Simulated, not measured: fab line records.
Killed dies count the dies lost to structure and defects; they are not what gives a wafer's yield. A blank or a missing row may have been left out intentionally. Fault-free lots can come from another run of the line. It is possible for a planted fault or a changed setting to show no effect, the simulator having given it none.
A struck lot beside a sound one + flow n5_finfet + 18 out of 1938 route steps
Sound: the wafers L445.2, L445.5, L445.6. Struck: wafers L451.1, L451.3, L451.4. The cause comes at the end.
Per side, at each step with rows, come the tool, then ch with its chambers, and then its first start. Under that, the readings that differ: sound wafers + struck wafers + difference of the means + sigmas: that difference in standard deviations of wafers without a fault.
alike: a reading whose means differ by less than 2 such deviations, as well as words and numbers matching on both sides. not compared: withheld readings; readings where some wafer has no value; bounds like >300 that might hide an equal value; numbers whose values overlap and for which the record gives no deviation.
The two part at a step that has a row with sigmas, a row that says differs or no value, or rows on one side only. Numbers that don't overlap but have no deviation are shown without sigmas and don't part them. A reading that every wafer of one side lacks parts them only if that side has two wafers or more.

N5_FIN_SAQP_HM_DEP_03: deposits SiNx from SiH4/NH3/N2, target thk 38 nm, time 33.6 s.
  sound on pecvd-01 ch 0,1, day 3 09:30; struck on pecvd-03 ch 0,2, day 4 20:09
  alike: heater_power_w, showerhead_plenum_p_Torr, throttle_valve_pct
N5_FIN_SAQP_THK_MEAS_05:
  sound: film_metro-01 at day 3 09:35; struck: film_metro-01 at day 4 20:14
  alike: thk_nm
N5_FIN_SAQP_PECVD_47: deposits a-Si from SiH4/He, target thk 45 nm, time 36.3 s.
  sound on pecvd-03 ch 0,2, day 3 09:38; struck on pecvd-02 ch 1,2, day 4 20:17
  alike: heater_power_w, showerhead_plenum_p_Torr, throttle_valve_pct
N5_FIN_SAQP_PECVD_48: deposits SiNx from SiH4/NH3/N2, target thk 25 nm, time 22.1 s.
  sound on pecvd-03 ch 0,2, day 3 09:40; struck on pecvd-02 ch 1,2, day 4 20:20
| reading            | sound       | struck      | difference | sigmas |
|--------------------|-------------|-------------|------------|--------|
| heater_power_w (W) | 661 621 672 | 753 967 777 | +181       | +2     |
  alike: showerhead_plenum_p_Torr, throttle_valve_pct
N5_FIN_SAQP_PECVD_06: deposits a-Si from SiH4/He, target thk 60 nm, time 48.1 s.
  sound on pecvd-03 ch 0,2, day 3 09:43; struck on pecvd-02 ch 1,2, day 4 20:24
  alike: heater_power_w, showerhead_plenum_p_Torr, throttle_valve_pct
N5_FIN_SAQP_THK_MEAS_07:
  sound: film_metro-01 at day 3 09:48; struck: film_metro-02 at day 4 20:31
  alike: thk_nm
N5_FIN_SAQP_HM_DEP_72: deposits SiO2 from SiH4/N2O, target thk 12 nm, time 7.2 s.
  sound on pecvd-01 ch 0,2, day 3 09:50; struck on pecvd-01 ch 0,2, day 4 20:33
  alike: heater_power_w, showerhead_plenum_p_Torr
then, 5 steps without rows for these wafers: N5_FIN_SAQP_COAT_49 (time 60 s, resist thk 100 nm); N5_FIN_SAQP_COAT_50 (time 60 s, resist thk 35 nm); N5_FIN_SAQP_COAT_10 (resist thk 90 nm); N5_FIN_SAQP_EBR_12; N5_FIN_SAQP_SOFTBAKE_11 (time 60 s).
N5_FIN_SAQP_EXPOSE_13: exposes mask FIN CORE, target cd 35.6 nm.
  sound on arfi_scanner-03 ch 0, day 3 10:10; struck on arfi_scanner-03 ch 0, day 4 20:45
| reading              | sound             | struck            | difference | sigmas |
|----------------------|-------------------|-------------------|------------|--------|
| exposure_dose_mJ_cm2 | 63.20 63.21 63.20 | 57.84 57.88 57.84 | -5.35      | -89    |
  alike: mask
then, 2 steps without rows for these wafers: N5_FIN_SAQP_PEB_14 (peb time 60 s); N5_FIN_SAQP_DEVELOP_15 (develop time 30 s).
N5_FIN_SAQP_CD_MEAS_16: the cd target is 35.6 nm.
  sound on cd_sem-01 ch 0, day 3 10:17; struck on cd_sem-01 ch 0, day 4 20:52
| reading    | sound          | struck         | difference | sigmas |
|------------|----------------|----------------|------------|--------|
| cd_nm (nm) | 35.7 36.1 35.8 | 37.9 37.3 38.0 | +1.9       | +5     |
N5_FIN_SAQP_OVL_MEAS_17:
  sound on overlay-02 ch 0, day 3 10:19; struck on overlay-02 ch 0, day 4 20:55
  alike: FIN_CORE_OVL
following that, these wafers have no rows for 1 step: N5_PASSIVATION_PROBE_49.

## WHERE THEY PART
First at N5_FIN_SAQP_PECVD_48; last, within this record, at N5_FIN_SAQP_CD_MEAS_16. Later steps at which nothing parts them and some readings are alike: N5_FIN_SAQP_OVL_MEAS_17.

WHY: what had been put in by the simulator
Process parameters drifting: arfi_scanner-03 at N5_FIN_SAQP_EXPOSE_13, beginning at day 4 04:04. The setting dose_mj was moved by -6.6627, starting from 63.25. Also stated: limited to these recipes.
